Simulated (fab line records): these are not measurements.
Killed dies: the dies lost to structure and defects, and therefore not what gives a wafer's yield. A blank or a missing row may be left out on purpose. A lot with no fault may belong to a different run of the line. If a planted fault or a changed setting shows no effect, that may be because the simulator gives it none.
fab line records | flow nand-harc
record lots=24 | wafers=72 | last-day=33
route steps=1302 shown A_M0@1158 A_M1@1179 A_BONDPAD@1215
lots that met no fault: from a run of the same line without faults
start-h: hours from the record's opening day to when the first of the lot's shown wafers began | wait-h: hours since the lot's step before | " repeats the value in the row above | L1.1+2: a single row standing in for several wafers | - no value, or no start given | * or withheld: withheld | < > ~ a bound
route shown NAME@n: NAME is a module with steps in the file, n the number in the route of the first one | usual: average and standard deviation across the fault-free wafers | same: alike in all rows | chamber/n: place in a boat | sites: per-site readings | _std_site: how widely they spread, as a standard deviation | _edge_site: the outer-site mean with the inner-site mean subtracted | radius-mm: how far each site lies from the wafer's centre | mask NAME#n: copy n | behind: the last tool/chamber to shape the wafer | hold: why the lot went on hold/how many hours it stayed there/how the hold came to an end | device: names the non-switching transistor (n, p or np) | end of line: the tests these same wafers got at the end of their route | a step given without rows: its recipe and nothing more | killed: count of dies lost to structure and defects at first sort (not the wafer's yield) | map: a wafer's dies, x killed, . not, _ none there
set.NAME: the setting as run; set.NAME@STEP: as run at that earlier step | model.NAME: the simulator's own value behind a step, which no gauge read
route steps across a sampled set of lots; one table per step, one row per wafer
services: from which hour (start-h, from the record's first day; less than 0 if before it) a tool's chamber was out of use, for how many hours, and why
## steps
# step NHARC_A_M0_PVD_20
# recipe target-thk-a=50 | bias-v=168.6 | power-w=15000 | chamber-pressure-pa=0.12 | time-s=8.06 | substrate-temp-c=50 | material=TaN
# usual bias-v=168.5/1.7 | throttle-valve-pct=29.7/1
lot.wafer | tool           | chamber | start-h | wait-h | bias-v | throttle-valve-pct
L074.3    | pvd-sputter-03 | -       | -       | -      | 170.0  | 27.8
L074.4    | "              | -       | "       | "      | 169.9  | 31.4
L074.6    | "              | -       | "       | "      | 169.2  | 31.2
L075.4    | pvd-sputter-01 | -       | -       | -      | 169.0  | 31.0
L075.3    | "              | -       | "       | "      | 169.1  | 29.0
L075.5    | "              | -       | "       | "      | 168.8  | 31.3
L076.4    | pvd-sputter-02 | -       | -       | -      | 167.2  | 30.5
L076.6    | "              | -       | "       | "      | 169.2  | 30.6
L076.5    | "              | -       | "       | "      | 167.9  | 28.8
L077.2    | pvd-sputter-02 | -       | -       | -      | 168.7  | 29.0
L077.4    | "              | -       | "       | "      | 169.0  | 30.6
L077.1    | "              | -       | "       | "      | 166.5  | 30.6
L078.4    | pvd-sputter-01 | -       | -       | -      | 168.6  | 27.6
L078.2    | "              | -       | "       | "      | 168.1  | 28.9
L078.6    | "              | -       | "       | "      | 170.2  | 31.1
L080.4    | pvd-sputter-02 | -       | -       | -      | 169.2  | 28.8
L080.1    | "              | -       | "       | "      | 169.4  | 30.2
L080.5    | "              | -       | "       | "      | 168.4  | 28.8
L079.1    | pvd-sputter-03 | -       | -       | -      | 168.6  | 29.9
L079.3    | "              | -       | "       | "      | 167.8  | 27.1
L079.5    | "              | -       | "       | "      | 169.2  | 29.7
L081.2    | pvd-sputter-02 | -       | -       | -      | 168.6  | 30.6
L081.1    | "              | -       | "       | "      | 167.9  | 28.6
L081.4    | "              | -       | "       | "      | 171.8  | 30.2
L082.4    | pvd-sputter-01 | -       | -       | -      | 170.2  | 29.3
L082.1    | "              | -       | "       | "      | 166.9  | 28.4
L082.6    | "              | -       | "       | "      | 169.0  | 30.9
L083.1    | pvd-sputter-03 | -       | -       | -      | 166.6  | 29.9
L083.4    | "              | -       | "       | "      | 166.1  | 27.2
L083.6    | "              | -       | "       | "      | 168.0  | 30.9
L084.1    | pvd-sputter-02 | -       | -       | -      | 169.5  | 30.7
L084.5    | "              | -       | "       | "      | 168.4  | 30.7
L084.6    | "              | -       | "       | "      | 171.0  | 30.3
L086.3    | pvd-sputter-01 | -       | -       | -      | 164.8  | 30.7
L086.4    | "              | -       | "       | "      | 164.1  | 29.2
L086.6    | "              | -       | "       | "      | 166.7  | 28.3
L085.1    | pvd-sputter-01 | -       | -       | -      | 169.2  | 28.3
L085.3    | "              | -       | "       | "      | 167.8  | 30.7
L085.5    | "              | -       | "       | "      | 167.7  | 28.3
L089.3    | pvd-sputter-01 | -       | -       | -      | 169.4  | 29.4
L089.2    | "              | -       | "       | "      | 166.6  | 28.2
L089.5    | "              | -       | "       | "      | 167.8  | 29.4
L087.2    | pvd-sputter-01 | -       | -       | -      | 168.1  | 28.2
L087.4    | "              | -       | "       | "      | 168.7  | 29.3
L087.6    | "              | -       | "       | "      | 168.6  | 30.9
L088.2    | pvd-sputter-03 | -       | -       | -      | 169.9  | 31.0
L088.5    | "              | -       | "       | "      | 170.8  | 30.2
L088.6    | "              | -       | "       | "      | 165.7  | 29.9
L091.3    | pvd-sputter-02 | -       | -       | -      | 171.6  | 30.3
L091.2    | "              | -       | "       | "      | 166.6  | 29.7
L091.5    | "              | -       | "       | "      | 167.3  | 30.6
L090.1    | pvd-sputter-02 | -       | -       | -      | 168.4  | 29.1
L090.2    | "              | -       | "       | "      | 167.4  | 29.8
L090.6    | "              | -       | "       | "      | 167.9  | 30.4
L094.1    | pvd-sputter-01 | -       | -       | -      | 170.6  | 30.5
L094.4    | "              | -       | "       | "      | 170.3  | 29.4
L094.3    | "              | -       | "       | "      | 168.8  | 29.3
L092.4    | pvd-sputter-01 | -       | -       | -      | 166.2  | 29.4
L092.6    | "              | -       | "       | "      | 165.7  | 29.4
L092.5    | "              | -       | "       | "      | 166.9  | 29.3
L093.4    | pvd-sputter-02 | -       | -       | -      | 166.9  | 29.0
L093.6    | "              | -       | "       | "      | 168.9  | 30.5
L093.5    | "              | -       | "       | "      | 168.7  | 29.1
L096.2    | pvd-sputter-02 | -       | -       | -      | 169.2  | 28.9
L096.6    | "              | -       | "       | "      | 170.2  | 30.9
L096.5    | "              | -       | "       | "      | 168.4  | 29.6
L095.2    | pvd-sputter-03 | -       | -       | -      | 167.5  | 30.4
L095.1    | "              | -       | "       | "      | 169.0  | 29.7
L095.6    | "              | -       | "       | "      | 167.6  | 29.7
L097.2    | pvd-sputter-02 | -       | -       | -      | 169.0  | 29.1
L097.1    | "              | -       | "       | "      | 171.5  | 30.8
L097.5    | "              | -       | "       | "      | 164.9  | 30.6
# step NHARC_A_M1_CD_MEAS_09
# recipe target-cd-nm=120 | landing-energy-ev=500
# usual cd-nm=119.9/0.6
lot.wafer | tool      | chamber | start-h | wait-h | cd-nm
L074.3    | cd-sem-03 | 0       | 517.79  | -      | 119.4
L074.4    | "         | 0       | "       | "      | 119.7
L074.6    | "         | 0       | "       | "      | 120.2
L075.3    | cd-sem-01 | 0       | 534.80  | -      | 119.7
L075.4    | "         | 0       | "       | "      | 120.5
L075.5    | "         | 0       | "       | "      | 119.5
L076.4    | cd-sem-03 | 0       | 537.63  | -      | 119.4
L076.5    | "         | 0       | "       | "      | 119.5
L076.6    | "         | 0       | "       | "      | 120.1
L077.1    | cd-sem-03 | 0       | 542.43  | -      | 120.0
L077.2    | "         | 0       | "       | "      | 120.6
L077.4    | "         | 0       | "       | "      | 120.8
L078.2    | cd-sem-02 | 0       | 558.17  | -      | 119.3
L078.4    | "         | 0       | "       | "      | 120.1
L078.6    | "         | 0       | "       | "      | 120.1
L080.1    | cd-sem-03 | 0       | 571.56  | -      | 119.3
L080.4    | "         | 0       | "       | "      | 119.6
L080.5    | "         | 0       | "       | "      | 119.3
L079.1    | cd-sem-02 | 0       | 576.03  | -      | 120.2
L079.3    | "         | 0       | "       | "      | 121.2
L079.5    | "         | 0       | "       | "      | 121.1
L081.1    | cd-sem-01 | 0       | 586.79  | -      | 119.7
L081.2    | "         | 0       | "       | "      | 120.4
L081.4    | "         | 0       | "       | "      | 119.7
L082.1    | cd-sem-02 | 0       | 613.68  | -      | 119.7
L082.4    | "         | 0       | "       | "      | 120.0
L082.6    | "         | 0       | "       | "      | 120.0
L083.1    | cd-sem-02 | 0       | 615.13  | -      | 120.0
L083.4    | "         | 0       | "       | "      | 120.0
L083.6    | "         | 0       | "       | "      | 119.4
L084.1    | cd-sem-02 | 0       | 616.38  | -      | 119.6
L084.5    | "         | 0       | "       | "      | 120.0
L084.6    | "         | 0       | "       | "      | 120.2
L086.3    | cd-sem-01 | 0       | 627.91  | -      | 120.6
L086.4    | "         | 0       | "       | "      | 120.1
L086.6    | "         | 0       | "       | "      | 120.7
L085.1    | cd-sem-03 | 0       | 629.83  | -      | 119.6
L085.3    | "         | 0       | "       | "      | 119.1
L085.5    | "         | 0       | "       | "      | 118.8
L089.2    | cd-sem-03 | 0       | 650.47  | -      | 120.0
L089.3    | "         | 0       | "       | "      | 120.5
L089.5    | "         | 0       | "       | "      | 119.8
L087.2    | cd-sem-03 | 0       | 658.64  | -      | 119.6
L087.4    | "         | 0       | "       | "      | 118.9
L087.6    | "         | 0       | "       | "      | 118.9
L088.2    | cd-sem-03 | 0       | 658.79  | -      | 120.6
L088.5    | "         | 0       | "       | "      | 120.3
L088.6    | "         | 0       | "       | "      | 119.7
L091.2    | cd-sem-02 | 0       | 681.96  | -      | 119.8
L091.3    | "         | 0       | "       | "      | 120.5
L091.5    | "         | 0       | "       | "      | 120.1
L090.1    | cd-sem-02 | 0       | 698.88  | -      | 120.3
L090.2    | "         | 0       | "       | "      | 120.0
L090.6    | "         | 0       | "       | "      | 119.8
L094.1    | cd-sem-01 | 0       | 717.74  | -      | 120.0
L094.3    | "         | 0       | "       | "      | 119.2
L094.4    | "         | 0       | "       | "      | 119.3
L092.4    | cd-sem-01 | 0       | 719.54  | -      | 118.8
L092.5    | "         | 0       | "       | "      | 119.4
L092.6    | "         | 0       | "       | "      | 119.4
L093.4    | cd-sem-03 | 0       | 720.79  | -      | 120.5
L093.5    | "         | 0       | "       | "      | 120.6
L093.6    | "         | 0       | "       | "      | 120.8
L096.2    | cd-sem-01 | 0       | 728.12  | -      | 120.8
L096.5    | "         | 0       | "       | "      | 120.7
L096.6    | "         | 0       | "       | "      | 120.7
L095.1    | cd-sem-03 | 0       | 734.05  | -      | 119.0
L095.2    | "         | 0       | "       | "      | 119.4
L095.6    | "         | 0       | "       | "      | 119.6
L097.1    | cd-sem-01 | 0       | 748.10  | -      | 120.3
L097.2    | "         | 0       | "       | "      | 120.5
L097.5    | "         | 0       | "       | "      | 120.4
# step NHARC_A_M1_ETCH_15
# recipe target-depth-a=1825 | time-s=91.2 | c4f8-flow-sccm=withheld | ar-flow-sccm=400 | rf-w=600 | bias-w=300 | chemistry=C4F8/Ar
# usual oes-product-au=0.953/0.022 | rf-vpp-V=440.2/2.5
lot.wafer | tool        | chamber | start-h | wait-h | oes-product-au | rf-hours-counter-h | rf-vpp-V
L074.4    | rie-diel-05 | 2       | -       | -      | 0.922          | 3.1                | 436.5
L074.3    | "           | 0       | "       | "      | 0.919          | 2.7                | 442.5
L074.6    | "           | 2       | "       | "      | 0.917          | -                  | 439.0
L075.4    | rie-diel-01 | 0       | -       | -      | 0.988          | 7.3                | 437.4
L075.3    | "           | 3       | "       | "      | 0.971          | 6.7                | 438.4
L075.5    | "           | 1       | "       | "      | 0.990          | -                  | 440.2
L076.5    | rie-diel-06 | 0       | -       | -      | 0.956          | -                  | 442.7
L076.4    | "           | 2       | "       | "      | 0.959          | -                  | 440.8
L076.6    | "           | 3       | "       | "      | 0.970          | -                  | 438.2
L077.2    | rie-diel-01 | 1       | -       | -      | 0.926          | 5.4                | 441.1
L077.4    | "           | 2       | "       | "      | 0.924          | 7.2                | 443.0
L077.1    | "           | 0       | "       | "      | 0.931          | 7.5                | 438.0
L078.2    | rie-diel-05 | 1       | -       | -      | 0.959          | 4.4                | 438.6
L078.4    | "           | 2       | "       | "      | 0.950          | 4.5                | 435.7
L078.6    | "           | 1       | "       | "      | 0.946          | -                  | 440.0
L080.1    | rie-diel-01 | 2       | -       | -      | 0.964          | 0.2                | 443.9
L080.4    | "           | 2       | "       | "      | 0.959          | -                  | 444.6
L080.5    | "           | 1       | "       | "      | 0.968          | -                  | 440.0
L079.3    | rie-diel-06 | 1       | -       | -      | 0.917          | 3.9                | 443.5
L079.1    | "           | 0       | "       | "      | 0.925          | 5.3                | 442.6
L079.5    | "           | 1       | "       | "      | 0.911          | -                  | 441.6
L081.2    | rie-diel-06 | 1       | -       | -      | 0.957          | 4.0                | 443.0
L081.4    | "           | 2       | "       | "      | 0.972          | 7.1                | 438.9
L081.1    | "           | 0       | "       | "      | 0.956          | 5.4                | 443.8
L082.1    | rie-diel-06 | 0       | -       | -      | 0.922          | 6.4                | 445.0
L082.4    | "           | 1       | "       | "      | 0.954          | 4.9                | 441.9
L082.6    | "           | 3       | "       | "      | 0.927          | -                  | 438.0
L083.1    | rie-diel-05 | 1       | -       | -      | 0.983          | 0.8                | 438.8
L083.4    | "           | 2       | "       | "      | 0.960          | 0.7                | 438.0
L083.6    | "           | 1       | "       | "      | 0.976          | -                  | 439.0
L084.1    | rie-diel-01 | 0       | -       | -      | 0.933          | 2.4                | 436.7
L084.6    | "           | 1       | "       | "      | 0.938          | -                  | 441.2
L084.5    | "           | 2       | "       | "      | 0.918          | -                  | 444.8
L086.3    | rie-diel-06 | 0       | -       | -      | 0.920          | 7.7                | 444.1
L086.4    | "           | 2       | "       | "      | 0.915          | 9.5                | 440.1
L086.6    | "           | 0       | "       | "      | 0.923          | -                  | 444.5
L085.3    | rie-diel-05 | 0       | -       | -      | 0.972          | 1.1                | 442.9
L085.1    | "           | 1       | "       | "      | 0.954          | 1.1                | 438.7
L085.5    | "           | 0       | "       | "      | 0.966          | -                  | 443.4
L089.2    | rie-diel-06 | 0       | -       | -      | 0.965          | 9.4                | 442.7
L089.3    | "           | 3       | "       | "      | 0.986          | 10.9               | 438.2
L089.5    | "           | 0       | "       | "      | 0.971          | -                  | 444.7
L087.2    | rie-diel-01 | 3       | -       | -      | 0.985          | 4.5                | 439.2
L087.4    | "           | 1       | "       | "      | 0.966          | 5.4                | 439.5
L087.6    | "           | 3       | "       | "      | 0.986          | -                  | 436.9
L088.2    | rie-diel-05 | 0       | -       | -      | 0.926          | 1.8                | 443.5
L088.5    | "           | 1       | "       | "      | 0.938          | -                  | 437.8
L088.6    | "           | 2       | "       | "      | 0.913          | -                  | 438.0
L091.2    | rie-diel-01 | 3       | -       | -      | 0.979          | 6.0                | 437.7
L091.3    | "           | 0       | "       | "      | 0.954          | 6.9                | 437.5
L091.5    | "           | 2       | "       | "      | 0.990          | -                  | 442.3
L090.2    | rie-diel-01 | 1       | -       | -      | 0.952          | 7.4                | 439.9
L090.1    | "           | 2       | "       | "      | 0.954          | 6.5                | 443.0
L090.6    | "           | 3       | "       | "      | 0.953          | -                  | 437.2
L094.3    | rie-diel-01 | 2       | -       | -      | 0.967          | 7.3                | 443.9
L094.1    | "           | 0       | "       | "      | 0.964          | 8.0                | 437.8
L094.4    | "           | 1       | "       | "      | 0.969          | 8.2                | 439.3
L092.4    | rie-diel-06 | 2       | -       | -      | 0.940          | 2.4                | 438.8
L092.5    | "           | 1       | "       | "      | 0.916          | -                  | 443.0
L092.6    | "           | 2       | "       | "      | 0.920          | -                  | 441.4
L093.4    | rie-diel-01 | 1       | -       | -      | 0.972          | 8.4                | 438.2
L093.6    | "           | 0       | "       | "      | 0.967          | -                  | 437.1
L093.5    | "           | 1       | "       | "      | 0.983          | -                  | 440.8
L096.2    | rie-diel-06 | 1       | -       | -      | 0.963          | 3.2                | 443.4
L096.5    | "           | 3       | "       | "      | 0.976          | -                  | 439.4
L096.6    | "           | 0       | "       | "      | 0.958          | -                  | 444.6
L095.1    | rie-diel-05 | 2       | -       | -      | 0.954          | 4.6                | 436.5
L095.2    | "           | 3       | "       | "      | 0.962          | 4.6                | 437.4
L095.6    | "           | 0       | "       | "      | 0.977          | -                  | 441.8
L097.2    | rie-diel-05 | 0       | -       | -      | 0.963          | 5.2                | 441.9
L097.1    | "           | 1       | "       | "      | 0.983          | 5.1                | 439.7
L097.5    | "           | 0       | "       | "      | 0.967          | -                  | 442.5
# step NHARC_A_M1_CD_MEAS_16
# usual cd-nm=119.7/0.67
lot.wafer | tool      | chamber | start-h | wait-h | cd-nm
L074.3    | cd-sem-01 | -       | 518.28  | -      | 119.9
L074.4    | "         | -       | "       | "      | 120.6
L074.6    | "         | -       | "       | "      | 120.3
L075.3    | cd-sem-03 | -       | 535.29  | -      | 120.3
L075.4    | "         | -       | "       | "      | 120.6
L075.5    | "         | -       | "       | "      | 118.9
L076.4    | cd-sem-03 | -       | 538.17  | -      | 119.5
L076.5    | "         | -       | "       | "      | 119.7
L076.6    | "         | -       | "       | "      | 120.1
L077.1    | cd-sem-03 | -       | 542.93  | -      | 119.1
L077.2    | "         | -       | "       | "      | 120.4
L077.4    | "         | -       | "       | "      | 120.4
L078.2    | cd-sem-01 | -       | 558.66  | -      | 118.8
L078.4    | "         | -       | "       | "      | 119.0
L078.6    | "         | -       | "       | "      | 118.8
L080.1    | cd-sem-03 | -       | 572.10  | -      | 118.7
L080.4    | "         | -       | "       | "      | 119.3
L080.5    | "         | -       | "       | "      | 119.0
L079.1    | cd-sem-02 | -       | 576.52  | -      | 120.4
L079.3    | "         | -       | "       | "      | 120.1
L079.5    | "         | -       | "       | "      | 121.2
L081.1    | cd-sem-02 | -       | 587.28  | -      | 120.4
L081.2    | "         | -       | "       | "      | 120.4
L081.4    | "         | -       | "       | "      | 119.7
L082.1    | cd-sem-03 | -       | 614.19  | -      | 119.9
L082.4    | "         | -       | "       | "      | 119.5
L082.6    | "         | -       | "       | "      | 120.4
L083.1    | cd-sem-02 | -       | 615.63  | -      | 119.1
L083.4    | "         | -       | "       | "      | 120.2
L083.6    | "         | -       | "       | "      | 119.5
L084.1    | cd-sem-02 | -       | 616.87  | -      | 119.4
L084.5    | "         | -       | "       | "      | 119.4
L084.6    | "         | -       | "       | "      | 119.2
L086.3    | cd-sem-01 | -       | 628.40  | -      | 120.2
L086.4    | "         | -       | "       | "      | 119.7
L086.6    | "         | -       | "       | "      | 119.7
L085.1    | cd-sem-01 | -       | 630.33  | -      | 119.5
L085.3    | "         | -       | "       | "      | 118.5
L085.5    | "         | -       | "       | "      | 118.4
L089.2    | cd-sem-03 | -       | 650.96  | -      | 119.7
L089.3    | "         | -       | "       | "      | 120.0
L089.5    | "         | -       | "       | "      | 120.0
L087.2    | cd-sem-01 | -       | 659.13  | -      | 118.8
L087.4    | "         | -       | "       | "      | 118.9
L087.6    | "         | -       | "       | "      | 118.8
L088.2    | cd-sem-02 | -       | 659.29  | -      | 121.4
L088.5    | "         | -       | "       | "      | 120.6
L088.6    | "         | -       | "       | "      | 119.1
L091.2    | cd-sem-01 | -       | 682.45  | -      | 119.5
L091.3    | "         | -       | "       | "      | 120.1
L091.5    | "         | -       | "       | "      | 119.9
L090.1    | cd-sem-02 | -       | 699.37  | -      | 119.8
L090.2    | "         | -       | "       | "      | 120.1
L090.6    | "         | -       | "       | "      | 119.6
L094.1    | cd-sem-03 | -       | 718.23  | -      | 119.8
L094.3    | "         | -       | "       | "      | 119.3
L094.4    | "         | -       | "       | "      | 119.3
L092.4    | cd-sem-01 | -       | 720.03  | -      | 119.3
L092.5    | "         | -       | "       | "      | 119.3
L092.6    | "         | -       | "       | "      | 119.0
L093.4    | cd-sem-03 | -       | 721.29  | -      | 120.4
L093.5    | "         | -       | "       | "      | 120.4
L093.6    | "         | -       | "       | "      | 120.3
L096.2    | cd-sem-03 | -       | 728.61  | -      | 120.8
L096.5    | "         | -       | "       | "      | 121.2
L096.6    | "         | -       | "       | "      | 120.2
L095.1    | cd-sem-03 | -       | 734.54  | -      | 119.1
L095.2    | "         | -       | "       | "      | 119.3
L095.6    | "         | -       | "       | "      | 119.9
L097.1    | cd-sem-02 | -       | 748.60  | -      | 120.1
L097.2    | "         | -       | "       | "      | 119.6
L097.5    | "         | -       | "       | "      | 120.4
# step NHARC_A_M1_ANNEAL_31
# recipe temp-c=225 | time-s=90
# usual wafer_temp_C_max=227.0/0.42
lot.wafer | tool          | chamber | start-h | wait-h | wafer_temp_C_max
L074.3    | rtp-anneal-02 | 0       | 519.93  | -      | 227.6
L074.4    | "             | 0       | "       | "      | 227.5
L074.6    | "             | 0       | "       | "      | 227.6
L075.3    | rtp-anneal-02 | 0       | 536.93  | -      | 226.9
L075.4    | "             | 0       | "       | "      | 226.5
L075.5    | "             | 0       | "       | "      | 227.6
L076.4    | rtp-anneal-02 | 0       | 539.92  | -      | 227.5
L076.5    | "             | 0       | "       | "      | 226.6
L076.6    | "             | 0       | "       | "      | 226.6
L077.1    | rtp-anneal-02 | 0       | 544.40  | 0.3    | 227.4
L077.2    | "             | 0       | "       | "      | 226.7
L077.4    | "             | 0       | "       | "      | 227.5
L078.2    | rtp-anneal-02 | 0       | 560.21  | 0.4    | 226.9
L078.4    | "             | 0       | "       | "      | 227.0
L078.6    | "             | 0       | "       | "      | 227.3
L080.1    | rtp-anneal-01 | 0       | 573.81  | 0.3    | 227.0
L080.4    | "             | 0       | "       | "      | 227.0
L080.5    | "             | 0       | "       | "      | 226.5
L079.1    | rtp-anneal-01 | 0       | 577.99  | 0.3    | 227.6
L079.3    | "             | 0       | "       | "      | 227.7
L079.5    | "             | 0       | "       | "      | 226.9
L081.1    | rtp-anneal-02 | 0       | 588.73  | -      | 227.0
L081.2    | "             | 0       | "       | "      | 227.1
L081.4    | "             | 0       | "       | "      | 227.1
L082.1    | rtp-anneal-02 | 0       | 615.64  | -      | 226.5
L082.4    | "             | 0       | "       | "      | 226.5
L082.6    | "             | 0       | "       | "      | 226.5
L083.1    | rtp-anneal-01 | 0       | 617.08  | 0.3    | 226.6
L083.4    | "             | 0       | "       | "      | 226.9
L083.6    | "             | 0       | "       | "      | 227.3
L084.1    | rtp-anneal-01 | 0       | 618.32  | 0.3    | 226.6
L084.5    | "             | 0       | "       | "      | 227.0
L084.6    | "             | 0       | "       | "      | 227.2
L086.3    | rtp-anneal-01 | 0       | 630.04  | 0.3    | 226.6
L086.4    | "             | 0       | "       | "      | 227.3
L086.6    | "             | 0       | "       | "      | 227.1
L085.1    | rtp-anneal-02 | 0       | 631.84  | -      | 226.6
L085.3    | "             | 0       | "       | "      | 226.7
L085.5    | "             | 0       | "       | "      | 226.9
L089.2    | rtp-anneal-02 | 0       | 652.84  | 0.4    | 227.2
L089.3    | "             | 0       | "       | "      | 226.7
L089.5    | "             | 0       | "       | "      | 227.1
L087.2    | rtp-anneal-02 | 0       | 660.63  | 0.4    | 227.1
L087.4    | "             | 0       | "       | "      | 226.9
L087.6    | "             | 0       | "       | "      | 226.4
L088.2    | rtp-anneal-01 | 0       | 660.78  | -      | 226.7
L088.5    | "             | 0       | "       | "      | 226.7
L088.6    | "             | 0       | "       | "      | 226.8
L091.2    | rtp-anneal-02 | 0       | 683.96  | -      | 227.9
L091.3    | "             | 0       | "       | "      | 227.1
L091.5    | "             | 0       | "       | "      | 226.6
L090.1    | rtp-anneal-01 | 0       | 700.82  | 0.3    | 227.2
L090.2    | "             | 0       | "       | "      | 226.4
L090.6    | "             | 0       | "       | "      | 227.5
L094.1    | rtp-anneal-02 | 0       | 719.68  | 0.3    | 226.6
L094.3    | "             | 0       | "       | "      | 226.6
L094.4    | "             | 0       | "       | "      | 226.9
L092.4    | rtp-anneal-01 | 0       | 721.63  | 0.4    | 227.5
L092.5    | "             | 0       | "       | "      | 227.1
L092.6    | "             | 0       | "       | "      | 227.7
L093.4    | rtp-anneal-02 | 0       | 722.89  | 0.4    | 226.5
L093.5    | "             | 0       | "       | "      | 226.9
L093.6    | "             | 0       | "       | "      | 227.4
L096.2    | rtp-anneal-01 | 0       | 730.11  | -      | 227.0
L096.5    | "             | 0       | "       | "      | 226.4
L096.6    | "             | 0       | "       | "      | 226.8
L095.1    | rtp-anneal-02 | 0       | 735.99  | -      | 226.6
L095.2    | "             | 0       | "       | "      | 227.7
L095.6    | "             | 0       | "       | "      | 226.9
L097.1    | rtp-anneal-01 | 0       | 750.05  | 0.3    | 226.8
L097.2    | "             | 0       | "       | "      | 226.5
L097.5    | "             | 0       | "       | "      | 226.7
# step NHARC_A_BONDPAD_CD_MEAS_09
# recipe target-cd-nm=500 | landing-energy-ev=500
# usual cd-nm=499.6/1.7
lot.wafer | tool      | chamber | start-h | wait-h | cd-nm
L074.3    | cd-sem-03 | 0       | 522.65  | -      | 499.6
L074.4    | "         | 0       | "       | "      | 499.3
L074.6    | "         | 0       | "       | "      | 500.0
L075.3    | cd-sem-01 | 0       | 539.65  | -      | 497.1
L075.4    | "         | 0       | "       | "      | 499.2
L075.5    | "         | 0       | "       | "      | 497.7
L076.4    | cd-sem-03 | 0       | 542.67  | -      | 497.8
L076.5    | "         | 0       | "       | "      | 500.1
L076.6    | "         | 0       | "       | "      | 499.2
L077.1    | cd-sem-03 | 0       | 547.33  | -      | 499.2
L077.2    | "         | 0       | "       | "      | 498.4
L077.4    | "         | 0       | "       | "      | 498.4
L078.2    | cd-sem-03 | 0       | 563.03  | -      | 502.1
L078.4    | "         | 0       | "       | "      | 502.1
L078.6    | "         | 0       | "       | "      | 502.2
L080.1    | cd-sem-03 | 0       | 576.71  | -      | 499.0
L080.4    | "         | 0       | "       | "      | 498.4
L080.5    | "         | 0       | "       | "      | 499.8
L079.1    | cd-sem-02 | 0       | 580.60  | -      | 499.3
L079.3    | "         | 0       | "       | "      | 501.2
L079.5    | "         | 0       | "       | "      | 501.2
L081.1    | cd-sem-02 | 0       | 591.77  | -      | 501.8
L081.2    | "         | 0       | "       | "      | 500.7
L081.4    | "         | 0       | "       | "      | 499.8
L082.1    | cd-sem-03 | 0       | 618.39  | -      | 497.1
L082.4    | "         | 0       | "       | "      | 497.2
L082.6    | "         | 0       | "       | "      | 497.3
L083.1    | cd-sem-01 | 0       | 619.81  | -      | 497.9
L083.4    | "         | 0       | "       | "      | 499.0
L083.6    | "         | 0       | "       | "      | 500.9
L084.1    | cd-sem-03 | 0       | 621.07  | -      | 499.8
L084.5    | "         | 0       | "       | "      | 499.6
L084.6    | "         | 0       | "       | "      | 500.9
L086.3    | cd-sem-03 | 0       | 632.57  | -      | 500.2
L086.4    | "         | 0       | "       | "      | 497.5
L086.6    | "         | 0       | "       | "      | 498.5
L085.1    | cd-sem-03 | 0       | 634.57  | -      | 499.5
L085.3    | "         | 0       | "       | "      | 498.2
L085.5    | "         | 0       | "       | "      | 499.5
L089.2    | cd-sem-01 | 0       | 655.40  | -      | 497.8
L089.3    | "         | 0       | "       | "      | 496.5
L089.5    | "         | 0       | "       | "      | 498.2
L087.2    | cd-sem-02 | 0       | 663.32  | -      | 500.7
L087.4    | "         | 0       | "       | "      | 499.6
L087.6    | "         | 0       | "       | "      | 499.9
L088.2    | cd-sem-03 | 0       | 663.48  | -      | 500.4
L088.5    | "         | 0       | "       | "      | 500.6
L088.6    | "         | 0       | "       | "      | 499.8
L091.2    | cd-sem-01 | 0       | 686.53  | -      | 497.4
L091.3    | "         | 0       | "       | "      | 497.6
L091.5    | "         | 0       | "       | "      | 496.0
L090.1    | cd-sem-03 | 0       | 703.57  | -      | 498.0
L090.2    | "         | 0       | "       | "      | 497.4
L090.6    | "         | 0       | "       | "      | 496.9
L094.1    | cd-sem-01 | 0       | 722.42  | -      | 502.5
L094.3    | "         | 0       | "       | "      | 500.4
L094.4    | "         | 0       | "       | "      | 501.8
L092.4    | cd-sem-03 | 0       | 724.23  | -      | 499.4
L092.5    | "         | 0       | "       | "      | 500.1
L092.6    | "         | 0       | "       | "      | 502.2
L093.4    | cd-sem-03 | 0       | 725.34  | -      | 502.7
L093.5    | "         | 0       | "       | "      | 502.8
L093.6    | "         | 0       | "       | "      | 502.9
L096.2    | cd-sem-03 | 0       | 733.32  | -      | 499.5
L096.5    | "         | 0       | "       | "      | 502.2
L096.6    | "         | 0       | "       | "      | 500.0
L095.1    | cd-sem-01 | 0       | 738.61  | -      | 498.8
L095.2    | "         | 0       | "       | "      | 497.3
L095.6    | "         | 0       | "       | "      | 496.8
L097.1    | cd-sem-02 | 0       | 752.79  | -      | 498.1
L097.2    | "         | 0       | "       | "      | 500.2
L097.5    | "         | 0       | "       | "      | 500.5
## services
tool           | chamber | start-h | hours | kind
rie-diel-01    | 0       | 512.49  | -     | clean
rie-diel-06    | 1       | 517.13  | 24.9  | repair
rie-diel-05    | -       | 523.92  | 0.6   | repair
pvd-sputter-03 | -       | 526.02  | 10.0  | pm
rie-diel-01    | 1       | 554.30  | 4.7   | repair
rie-diel-01    | -       | 557.80  | 9.0   | pm
rie-diel-06    | 3       | 567.67  | 5.5   | repair
rie-diel-01    | 2       | 577.92  | 3.0   | repair
rie-diel-05    | 3       | 578.11  | 1.8   | repair
rie-diel-05    | -       | 583.60  | 9.0   | pm
rie-diel-01    | -       | 633.94  | 1.0   | repair
pvd-sputter-02 | -       | 647.00  | 10.0  | pm
pvd-sputter-01 | -       | 650.57  | 1.7   | repair
rie-diel-06    | -       | 661.20  | 9.0   | pm
rie-diel-05    | 2       | 669.99  | 3.3   | repair
rie-diel-06    | 2       | 692.17  | 11.9  | repair
rie-diel-05    | 3       | 701.41  | 4.4   | repair
pvd-sputter-03 | -       | 704.02  | 10.0  | pm
pvd-sputter-02 | -       | 705.67  | 2.7   | repair
rie-diel-01    | -       | 734.80  | 9.0   | pm
pvd-sputter-02 | -       | 735.05  | 1.4   | repair
pvd-sputter-02 | -       | 742.51  | 1.9   | repair
rtp-anneal-02  | -       | 744.00  | 12.0  | pm
rie-diel-05    | 3       | 744.49  | 2.1   | repair
## key
fault none
